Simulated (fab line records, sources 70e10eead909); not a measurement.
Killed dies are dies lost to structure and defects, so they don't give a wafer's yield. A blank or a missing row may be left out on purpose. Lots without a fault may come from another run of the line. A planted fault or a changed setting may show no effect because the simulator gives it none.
fab line records | flow nand_harc | part 1 of 2: steps 1 to 25 of 31
record lots=5 wafers=15 last_day=23
route steps=1159 shown A_STAIRCASE@659
lots that met no fault: from a run of the same line without faults
start_h: hours from the record's first day to the start of the lot's first wafer shown | wait_h: hours since the lot's step before | " the same as in the row above | L1.1+2: a row that stands for several wafers | - no value, or no start given | * or withheld: withheld | < > ~ a bound
route shown NAME@n: a module of which the file shows steps, and the number in the route of the first | usual: mean/standard deviation of fault-free wafers | same: alike in all rows | chamber/n: place in a boat | sites: the reading at each site | _std_site: their standard deviation | _edge_site: outer sites' mean less inner sites' | radius_mm: how far each site lies from the wafer's centre | mask NAME#n: copy n | behind: the tool/chamber that last shaped the wafer | hold: why the lot was held/for how many hours/how that ended | device: the transistor (n, p or np) that didn't switch | end of line: the same wafers' tests at the end of the route | a step without rows: its recipe alone | killed: dies lost to structure and defects at the first sort, not the wafer's yield | map: a wafer's dies, x killed, . not, _ none there
set.NAME: the setting as run; set.NAME@STEP: as run at that earlier step | model.NAME: the simulator's own value behind a step, which no gauge read
lots at some steps of the route; a table a step, a row a wafer
services: from which hour (start_h, from the record's first day; less than 0 if before it) a tool's chamber was out of use, for how many hours, and why
## steps
# step NHARC_A_STAIRCASE_EXPOSE_286
# recipe na=0.5 dose_mj=25.01 mask_id=CHOP_100
# usual reticle_temp_C=22.98/0.12
# columns lot.wafer tool chamber start_h wait_h mask reticle_temp_C
L078.1 krf_scanner-02 0 273.05 - CHOP_100#0 23.02
L078.3 " 0 " " CHOP_100#0 22.86
L078.6 " 0 " " CHOP_100#0 22.93
L080.1 krf_scanner-01 0 284.58 - CHOP_100#0 22.94
L080.2 " 0 " " CHOP_100#0 23.08
L080.3 " 0 " " CHOP_100#0 23.04
L088.2 krf_scanner-01 0 342.95 - CHOP_100#0 22.94
L088.3 " 0 " " CHOP_100#0 22.79
L088.4 " 0 " " CHOP_100#0 22.82
L092.2 krf_scanner-01 0 359.89 - CHOP_100#0 22.83
L092.4 " 0 " " CHOP_100#0 22.84
L092.6 " 0 " " CHOP_100#0 22.92
L093.1 krf_scanner-02 0 375.31 - CHOP_100#0 23.21
L093.4 " 0 " " CHOP_100#0 22.96
L093.5 " 0 " " CHOP_100#0 22.92
# step NHARC_A_STAIRCASE_PEB_287
# recipe peb_temp_c=115 peb_time_s=130
# columns lot.wafer tool chamber start_h wait_h
L078.1+3+6 litho_track-05 0 273.13 0.1
L080.1+2+3 litho_track-03 0 284.65 0.1
L088.2+3+4 litho_track-03 0 343.01 0.1
L092.2+4+6 litho_track-05 0 359.95 0.1
L093.1+4+5 litho_track-02 0 375.37 0.1
# step NHARC_A_STAIRCASE_DEVELOP_288
# recipe time_s=140
# columns lot.wafer tool chamber start_h wait_h
L078.1+3+6 litho_track-05 0 - -
L080.1+2+3 litho_track-03 0 - -
L088.2+3+4 litho_track-03 0 - -
L092.2+4+6 litho_track-05 0 - -
L093.1+4+5 litho_track-02 0 - -
# step NHARC_A_STAIRCASE_HARDBAKE_290
# recipe temp_c=120 time_s=140
# columns lot.wafer tool chamber start_h wait_h
L078.1+3+6 litho_track-02 0 273.36 -
L080.1+2+3 litho_track-05 0 284.87 -
L088.2+3+4 litho_track-05 0 343.23 -
L092.2+4+6 litho_track-05 0 360.17 -
L093.1+4+5 litho_track-02 0 375.60 -
# step NHARC_A_STAIRCASE_DESCUM_291
# recipe time_s=3 o2_flow_sccm=200 ar_flow_sccm=0 bias_power_w=0 chemistry=O2
# usual drypump_motor_current_A=5.7/0.46 mfc_ar_sccm=0.010/0.011 oes_product_au=1.002/0.0094 rf_vpp_V=57.8/0.92 showerhead_plenum_p_Torr=1.94/0.062 throttle_valve_pct=11.310/0.0095
# columns lot.wafer tool chamber start_h wait_h drypump_motor_current_A mfc_ar_sccm oes_product_au rf_hours_counter_h rf_vpp_V showerhead_plenum_p_Torr throttle_valve_pct
L078.1 rie_diel-04 1 273.46 - 5.2 0.023 1.006 57 57.2 2.00 11.317
L078.3 " 2 " " 5.6 0 1.015 55 58.8 2.00 11.323
L078.6 " 0 " " 5.7 0.013 1.001 - 58.6 1.98 11.314
L080.3 rie_diel-04 3 284.96 - 6.1 0 1.009 62 57.6 1.90 11.319
L080.1 " 1 " " 5.1 0.023 0.984 62 59.4 2.00 11.326
L080.2 " 2 " " 5.6 0 0.998 59 58.3 2.00 11.309
L088.2 rie_diel-04 0 343.33 - 5.8 0.013 1.002 17 57.3 1.98 11.324
L088.4 " 1 " " 5.2 0.023 1.010 16 57.8 2.00 11.311
L088.3 " 2 " " 5.6 0 1.004 17 57.9 1.99 11.301
L092.2 rie_diel-09 0 360.27 - 5.5 0.002 1.001 35 57.2 2.00 11.323
L092.4 " 2 " " 5.4 0.020 0.998 32 58.4 1.93 11.301
L092.6 " 0 " " 5.5 0.002 1.007 - 57.7 2.00 11.309
L093.4 rie_diel-09 0 375.80 - 5.5 0.002 1.007 43 58.1 2.00 11.306
L093.1 " 1 " " 6.7 0.005 0.997 42 58.8 2.00 11.294
L093.5 " 1 " " 6.8 0.005 0.993 - 59.2 2.00 11.300
# step NHARC_A_STAIRCASE_ETCH_292
# recipe cf4_flow_sccm=100 chf3_flow_sccm=30 ar_flow_sccm=0 rf_w=500 bias_w=200 chemistry=CF4/CHF3
# usual drypump_motor_current_A=5.7/0.46 mfc_ar_sccm=0.010/0.011 oes_product_au=0.950/0.021 rf_vpp_V=371.5/1.9 showerhead_plenum_p_Torr=1.60/0.048 throttle_valve_pct=16.803/0.0093
# columns lot.wafer tool chamber start_h wait_h drypump_motor_current_A mfc_ar_sccm oes_product_au rf_hours_counter_h rf_vpp_V showerhead_plenum_p_Torr throttle_valve_pct
L078.1 rie_diel-04 3 273.55 0.1 6.1 0 0.941 59 369.5 1.56 16.806
L078.3 " 0 " " 5.8 0.013 0.925 59 373.6 1.63 16.801
L078.6 " 1 " " 5.2 0.023 0.923 - 373.0 1.64 16.794
L080.3 rie_diel-04 1 285.05 0.1 5.2 0.023 0.945 62 372.5 1.64 16.808
L080.1 " 2 " " 5.6 0 0.986 59 372.9 1.64 16.801
L080.2 " 0 " " 5.8 0.013 0.943 63 372.8 1.63 16.793
L088.3 rie_diel-04 1 343.50 0.1 5.2 0.023 0.966 16 373.5 1.64 16.788
L088.4 " 2 " " 5.6 0 0.953 18 373.2 1.63 16.793
L088.2 " 3 " " 6.0 0 0.944 16 370.5 1.56 16.813
L092.2 rie_diel-09 2 360.35 0.1 5.4 0.020 0.933 32 370.6 1.58 16.782
L092.4 " 3 " " 5.7 0.033 0.950 34 368.2 1.52 16.812
L092.6 " 1 " " 6.7 0.005 0.935 - 373.2 1.64 16.796
L093.1 rie_diel-09 3 375.98 0.2 5.7 0.033 0.939 41 369.2 1.51 16.801
L093.4 " 1 " " 6.8 0.005 0.937 42 372.8 1.64 16.786
L093.5 " 2 " " 5.4 0.020 0.926 - 371.5 1.58 16.791
# step NHARC_A_STAIRCASE_HM_OPEN_460
# recipe o2_flow_sccm=400 cos_flow_sccm=20 ar_flow_sccm=0 rf_w=500 bias_w=300 chemistry=O2/COS
# usual drypump_motor_current_A=5.7/0.42 mfc_ar_sccm=0.011/0.012 oes_product_au=1.005/0.0095 rf_vpp_V=468.0/2.1 showerhead_plenum_p_Torr=3.17/0.096 throttle_valve_pct=28.330/0.0095
# columns lot.wafer tool chamber start_h wait_h drypump_motor_current_A mfc_ar_sccm oes_product_au rf_hours_counter_h rf_vpp_V showerhead_plenum_p_Torr throttle_valve_pct
L078.3 rie_diel-04 2 - - 5.6 0 1.023 55 470.2 3.25 28.330
L078.1 " 3 " " 6.1 0 1.014 59 467.3 3.10 28.340
L078.6 " 2 " " 5.6 0 1.026 - 469.9 3.25 28.321
L080.2 rie_diel-04 2 - - 5.6 0 1.010 59 469.1 3.25 28.328
L080.1 " 0 " " 5.8 0.013 1.003 63 468.9 3.23 28.342
L080.3 " 1 " " 5.2 0.023 1.002 62 468.9 3.26 28.351
L088.3 rie_diel-04 0 - - 5.8 0.013 0.995 17 469.7 3.22 28.312
L088.2 " 1 " " 5.2 0.023 1.003 16 469.0 3.25 28.338
L088.4 " 3 " " 6.1 0 0.996 16 466.6 3.09 28.337
L092.2 rie_diel-09 0 - - 5.5 0.002 0.999 35 469.4 3.26 28.320
L092.4 " 1 " " 6.7 0.005 0.997 34 469.7 3.25 28.333
L092.6 " 3 " " 5.7 0.033 1.006 - 464.5 3.01 28.333
L093.1 rie_diel-09 3 - - 5.7 0.033 1.006 41 464.9 3.00 28.342
L093.4 " 1 " " 6.7 0.005 0.988 43 469.9 3.25 28.342
L093.5 " 2 " " 5.4 0.020 0.991 - 467.4 3.14 28.337
# step NHARC_A_STAIRCASE_STRIP_461
# recipe o2_flow_sccm=400 cos_flow_sccm=20 ar_flow_sccm=0 bias_w=0 chemistry=O2/COS
# columns lot.wafer tool chamber start_h wait_h
L078.1+3+6 rie_diel-04 3,0,3 - -
L080.2+3+1 rie_diel-04 0,1,3 - -
L088.3+4+2 rie_diel-04 1,3,0 - -
L092.4+2+6 rie_diel-09 0,2,0 - -
L093.4+1+5 rie_diel-09 3,0,3 - -
# step NHARC_A_STAIRCASE_ETCH_452
# recipe target_depth_a=300 overetch_a=30 time_s=16.5 ion_energy_ev=100 cf4_flow_sccm=80 o2_flow_sccm=20 ar_flow_sccm=0 rf_w=300 bias_w=100 chemistry=CF4/O2
# usual drypump_motor_current_A=5.7/0.42 mfc_ar_sccm=0.010/0.011 oes_f_703_au=1.000/0.0044 oes_product_au=1.003/0.0095 rf_vpp_V=198.3/1.3 showerhead_plenum_p_Torr=1.36/0.042 throttle_valve_pct=13.397/0.0089
# columns lot.wafer tool chamber start_h wait_h drypump_motor_current_A mfc_ar_sccm oes_f_703_au oes_product_au rf_hours_counter_h rf_vpp_V showerhead_plenum_p_Torr throttle_valve_pct
L078.1 rie_diel-04 0 - - 5.8 0.013 1.003 0.997 60 198.3 1.38 13.383
L078.3 " 3 " " 6.1 0 1.000 1.015 60 195.5 1.33 13.393
L078.6 " 1 " " 5.2 0.023 1.005 0.995 - 199.8 1.40 13.400
L080.3 rie_diel-04 3 - - 6.0 0 0.996 1.009 63 197.8 1.33 13.403
L080.1 " 1 " " 5.2 0.023 0.999 1.000 62 198.2 1.39 13.386
L080.2 " 2 " " 5.6 0 0.999 1.006 59 198.2 1.39 13.394
L088.4 rie_diel-04 3 - - 6.1 0 0.991 1.003 16 197.2 1.32 13.396
L088.3 " 0 " " 5.8 0.013 0.998 1.005 17 199.1 1.38 13.403
L088.2 " 2 " " 5.6 0 1.002 1.011 18 200.6 1.39 13.397
L092.4 rie_diel-09 2 - - 5.4 0.020 1.001 0.995 32 198.5 1.34 13.387
L092.2 " 3 " " 5.7 0.033 0.999 1.007 34 197.2 1.28 13.401
L092.6 " 0 " " 5.5 0.002 0.994 1.017 - 199.9 1.40 13.390
L093.1 rie_diel-04 3 376.69 - 6.0 0 1.000 1.000 32 196.9 1.32 13.382
L093.4 " 0 " " 5.8 0.013 1.003 1.006 30 198.7 1.37 13.395
L093.5 " 1 " " 5.2 0.023 0.995 1.022 - 197.8 1.39 13.386
# step NHARC_A_STAIRCASE_ETCH_294
# recipe target_depth_a=49920 time_s=1212.4 ion_energy_ev=800 c4f8_flow_sccm=80 o2_flow_sccm=60 ar_flow_sccm=withheld rf_w=600 bias_w=3000 chemistry=C4F8/O2/Ar
# usual oes_product_au=0.935/0.01 rf_vpp_V=1830/8.1
# columns lot.wafer tool chamber start_h wait_h oes_product_au rf_hours_counter_h rf_vpp_V
L078.1 rie_diel-04 1 - - 0.919 58 1838
L078.3 " 3 " " 0.944 60 1826
L078.6 " 1 " " 0.922 - 1838
L080.3 rie_diel-04 3 - - 0.935 63 1825
L080.1 " 0 " " 0.939 64 1834
L080.2 " 2 " " 0.928 59 1838
L088.2 rie_diel-04 2 - - 0.950 18 1837
L088.3 " 3 " " 0.947 16 1825
L088.4 " 1 " " 0.936 16 1838
L092.4 rie_diel-09 3 - - 0.928 34 1817
L092.2 " 2 " " 0.918 32 1829
L092.6 " 0 " " 0.918 - 1838
L093.4 rie_diel-04 3 - - 0.917 32 1824
L093.1 " 1 " " 0.934 29 1837
L093.5 " 3 " " 0.921 - 1825
# step NHARC_A_STAIRCASE_STRIP_295
# recipe o2_flow_sccm=500 ar_flow_sccm=0 bias_w=0 chemistry=O2
# usual drypump_motor_current_A=5.7/0.43 mfc_ar_sccm=0.009/0.01 oes_product_au=1.004/0.0097 rf_vpp_V=57.9/0.9 showerhead_plenum_p_Torr=3.58/0.11 throttle_valve_pct=17.037/0.0096
# columns lot.wafer tool chamber start_h wait_h drypump_motor_current_A mfc_ar_sccm oes_product_au rf_hours_counter_h rf_vpp_V showerhead_plenum_p_Torr throttle_valve_pct
L078.3 rie_diel-04 0 - - 5.8 0.013 1.010 61 57.1 3.65 17.047
L078.1 " 1 " " 5.2 0.023 1.001 59 58.5 3.68 17.043
L078.6 " 3 " " 6.1 0 1.018 - 57.1 3.51 17.029
L080.1 rie_diel-04 0 - - 5.8 0.013 1.005 64 59.0 3.65 17.043
L080.3 " 2 " " 5.6 0 1.011 60 57.1 3.67 17.035
L080.2 " 3 " " 6.1 0 1.015 63 56.8 3.50 17.041
L088.4 rie_diel-04 2 - - 5.6 0 1.007 18 57.6 3.66 17.029
L088.2 " 3 " " 6.1 0 1.010 17 57.4 3.49 17.023
L088.3 " 0 " " 5.8 0.013 1.003 17 57.9 3.64 17.042
L092.2 rie_diel-09 2 - - 5.4 0.020 1.003 33 58.8 3.55 17.023
L092.4 " 3 " " 5.7 0.033 1.005 35 57.4 3.40 17.029
L092.6 " 1 " " 6.7 0.005 0.986 - 58.2 3.67 17.029
L093.4 rie_diel-04 2 - - 5.6 0 1.027 34 58.2 3.65 17.038
L093.1 " 0 " " 5.8 0.013 1.011 30 58.1 3.63 17.040
L093.5 " 2 " " 5.6 0 1.014 - 57.8 3.65 17.042
# step NHARC_A_STAIRCASE_STRIP_296
# recipe time_s=900 temp_c=130 chemistry=SPM
# columns lot.wafer tool chamber start_h wait_h
L078.6+1+3 wet_bench-09 0,1,2 275.60 -
L080.1+3+2 wet_bench-09 1,2,5 287.10 -
L088.2+3+4 wet_bench-06 0,3,5 345.14 -
L092.6+2+4 wet_bench-07 6,1,2 362.51 -
L093.1+4+5 wet_bench-07 6,7,0 377.85 -
# step NHARC_A_STAIRCASE_PRECLEAN_297
# recipe time_s=* temp_c=50 bath_age_min=0 chemistry=SC1
# same bath_age_min=0
# columns lot.wafer tool chamber start_h wait_h
L078.6+1+3 wet_bench-09 0,1,2 - -
L080.1+3+2 wet_bench-09 1,2,5 - -
L088.2+3+4 wet_bench-06 0,3,5 - -
L092.6+2+4 wet_bench-07 6,1,2 - -
L093.1+4+5 wet_bench-07 6,7,0 - -
# step NHARC_A_STAIRCASE_SRD_298
# columns lot.wafer tool chamber start_h wait_h
L078.6+1+3 wet_bench-09 0,1,2 - -
L080.1+3+2 wet_bench-09 1,2,5 - -
L088.2+3+4 wet_bench-06 0,3,5 - -
L092.6+2+4 wet_bench-07 6,1,2 - -
L093.1+4+5 wet_bench-07 6,7,0 - -
# step NHARC_A_STAIRCASE_HM_DEP_462
# recipe target_thk_a=8000 temp_c=400 material=aC
# usual throttle_valve_pct=34.999/0.0091
# columns lot.wafer tool chamber start_h wait_h throttle_valve_pct
L078.1 acl_dep-03 0 276.11 0.1 35.011
L078.3 " 0 " " 34.999
L078.6 " 0 " " 34.995
L080.1 acl_dep-01 0 287.62 0.1 34.992
L080.2 " 0 " " 35.005
L080.3 " 0 " " 35.012
L088.2 acl_dep-03 0 348.48 2.9 34.983
L088.3 " 0 " " 34.996
L088.4 " 0 " " 34.998
L092.2 acl_dep-03 0 363.60 0.6 35.004
L092.4 " 0 " " 35.008
L092.6 " 0 " " 34.997
L093.1 acl_dep-03 0 378.81 0.5 34.988
L093.4 " 0 " " 35.006
L093.5 " 0 " " 34.999
# step NHARC_A_STAIRCASE_DEP_301
# recipe target_thk_a=300 target_thk_nm=30 temp_c=400 pressure_torr=3.5 flow_sccm=200 rf_w=350 material=SiON
# usual heater_power_outer_w=438/45 heater_power_w=738/70
# columns lot.wafer tool chamber start_h wait_h heater_power_outer_w heater_power_w
L078.3 pecvd-01 2 278.02 1.0 376 681
L078.1 " 0 " " 464 799
L078.6 " 0 " " 456 772
L080.3 pecvd-04 2 289.50 1.0 419 689
L080.1 " 0 " " 491 778
L080.2 " 1 " " 443 744
L088.3 pecvd-01 2 350.01 0.9 434 753
L088.2 " 1 " " 479 846
L088.4 " 2 " " 427 747
L092.2 pecvd-04 1 365.18 1.3 411 708
L092.4 " 1 " " 412 710
L092.6 " 2 " " 375 646
L093.1 pecvd-01 1 380.70 1.6 442 797
L093.5 " 1 " " 446 793
L093.4 " 0 " " 477 809
# step NHARC_A_STAIRCASE_DEHYDRATE_302
# recipe temp_c=150 time_s=120
# columns lot.wafer tool chamber start_h wait_h
L078.1+3+6 litho_track-02 0 278.27 0.2
L080.1+2+3 litho_track-03 0 289.78 0.2
L088.2+3+4 litho_track-05 0 350.28 0.2
L092.2+4+6 litho_track-02 0 365.43 0.2
L093.1+4+5 litho_track-05 0 380.97 0.2
# step NHARC_A_STAIRCASE_HMDS_303
# recipe time_s=30
# columns lot.wafer tool chamber start_h wait_h
L078.1+3+6 litho_track-02 0 - -
L080.1+2+3 litho_track-03 0 - -
L088.2+3+4 litho_track-05 0 - -
L092.2+4+6 litho_track-02 0 - -
L093.1+4+5 litho_track-05 0 - -
# step NHARC_A_STAIRCASE_COAT_304
# recipe spin_rpm=1200
# columns lot.wafer tool chamber start_h wait_h
L078.1+3+6 litho_track-02 0 - -
L080.1+2+3 litho_track-03 0 - -
L088.2+3+4 litho_track-05 0 - -
L092.2+4+6 litho_track-02 0 - -
L093.1+4+5 litho_track-05 0 - -
# step NHARC_A_STAIRCASE_SOFTBAKE_305
# recipe temp_c=135 time_s=170
# columns lot.wafer tool chamber start_h wait_h
L078.1+3+6 litho_track-02 0 - -
L080.1+2+3 litho_track-03 0 - -
L088.2+3+4 litho_track-05 0 - -
L092.2+4+6 litho_track-02 0 - -
L093.1+4+5 litho_track-05 0 - -
# step NHARC_A_STAIRCASE_EBR_306
# columns lot.wafer tool chamber start_h wait_h
L078.1+3+6 litho_track-02 0 - -
L080.1+2+3 litho_track-03 0 - -
L088.2+3+4 litho_track-05 0 - -
L092.2+4+6 litho_track-02 0 - -
L093.1+4+5 litho_track-05 0 - -
# step NHARC_A_STAIRCASE_EXPOSE_307
# recipe na=0.5 dose_mj=45.72 mask_id=CHOP_50
# usual reticle_temp_C=23.01/0.11
# columns lot.wafer tool chamber start_h wait_h mask reticle_temp_C
L078.1 krf_scanner-01 0 278.47 - CHOP_50#0 22.94
L078.3 " 0 " " CHOP_50#0 22.98
L078.6 " 0 " " CHOP_50#0 23.02
L080.1 krf_scanner-01 0 290.11 - CHOP_50#0 23.00
L080.2 " 0 " " CHOP_50#0 22.99
L080.3 " 0 " " CHOP_50#0 23.06
L088.2 krf_scanner-01 0 350.49 - CHOP_50#0 23.05
L088.3 " 0 " " CHOP_50#0 23.15
L088.4 " 0 " " CHOP_50#0 23.24
L092.2 krf_scanner-02 0 365.76 - CHOP_50#0 23.09
L092.4 " 0 " " CHOP_50#0 22.89
L092.6 " 0 " " CHOP_50#0 22.99
L093.1 krf_scanner-04 0 381.30 - CHOP_50#0 22.76
L093.4 " 0 " " CHOP_50#0 22.83
L093.5 " 0 " " CHOP_50#0 23.00
# step NHARC_A_STAIRCASE_PEB_308
# recipe peb_temp_c=115 peb_time_s=130
# columns lot.wafer tool chamber start_h wait_h
L078.1+3+6 litho_track-03 0 278.54 0.1
L080.1+2+3 litho_track-05 0 290.17 0.1
L088.2+3+4 litho_track-03 0 350.55 0.1
L092.2+4+6 litho_track-03 0 365.83 0.1
L093.1+4+5 litho_track-05 0 381.37 0.1
# step NHARC_A_STAIRCASE_DEVELOP_309
# recipe time_s=140
# columns lot.wafer tool chamber start_h wait_h
L078.1+3+6 litho_track-03 0 - -
L080.1+2+3 litho_track-05 0 - -
L088.2+3+4 litho_track-03 0 - -
L092.2+4+6 litho_track-03 0 - -
L093.1+4+5 litho_track-05 0 - -
# step NHARC_A_STAIRCASE_HARDBAKE_311
# recipe temp_c=120 time_s=140
# columns lot.wafer tool chamber start_h wait_h
L078.1+3+6 litho_track-05 0 278.77 -
L080.1+2+3 litho_track-03 0 290.39 -
L088.2+3+4 litho_track-02 0 350.77 -
L092.2+4+6 litho_track-03 0 366.05 -
L093.1+4+5 litho_track-05 0 381.58 -
